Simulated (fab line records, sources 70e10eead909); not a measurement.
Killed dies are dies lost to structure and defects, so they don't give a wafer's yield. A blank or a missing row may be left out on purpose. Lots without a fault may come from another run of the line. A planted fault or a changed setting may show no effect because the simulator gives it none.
Chamber matching | flow nand_harc | NHARC_P_GATE_DESCUM_61 on rie_diel-08: 4 sister chambers
The step chemistry O2, time 3 s. 8 wafers are shown with their chamber, then 12 later ones without.

WAFERS WITH THEIR CHAMBER
wafer  | chamber | showerhead_plenum_p_Torr (Torr) | drypump_motor_current_A (A)
L086.4 | 1       | 2.03                            | 6.5
L086.5 | 2       | 1.79                            | 5.8
L088.1 | 2       | 1.79                            | 5.8
L088.3 | 0       | 1.90                            | 5.8
L088.5 | 0       | 1.90                            | 5.7
L093.2 | 1       | 2.02                            | 6.5
L093.4 | 3       | 1.92                            | 5.6
L093.5 | 3       | 1.92                            | 5.6

WAFERS WITHOUT THEIR CHAMBER
wafer  | showerhead_plenum_p_Torr (Torr) | drypump_motor_current_A (A)
L094.1 | 1.92                            | 5.5
L094.2 | 1.79                            | 5.8
L094.3 | 2.02                            | 6.5
L096.3 | 1.79                            | 5.8
L096.4 | 1.91                            | 5.5
L096.6 | 1.79                            | 5.8
L096.1 | 2.02                            | 6.5
L096.2 | 1.92                            | 5.6
L096.5 | 2.02                            | 6.5
L097.3 | 1.90                            | 5.7
L097.5 | 1.90                            | 5.8
L097.6 | 2.02                            | 6.5

WHICH CHAMBER EACH WENT THROUGH
wafer  | from the rows above | in truth
L094.1 | 3                   | 3
L094.2 | 2                   | 2
L094.3 | 1                   | 1
L096.3 | 2                   | 2
L096.4 | 3                   | 3
L096.6 | 2                   | 2
L096.1 | 1                   | 1
L096.2 | 3                   | 3
L096.5 | 1                   | 1
L097.3 | 0                   | 0
L097.5 | 0                   | 0
L097.6 | 1                   | 1
Placed correctly: 12 of 12. Can't be placed from these rows: 0. Placed wrongly: 0.
How it was worked out, from the rows above alone: a wafer's distance from a chamber is the root of the sum, over the readings, of the square of ((its reading less the chamber's mean) divided by the reading's scatter). The wafer belongs to the nearest chamber; if the next one is less than 2 further off, it can't be placed. A chamber's mean is the mean of its shown wafers. The scatter: the root of (the sum of the squares of (reading less its chamber's mean) over the shown wafers, divided by (wafers less chambers)).
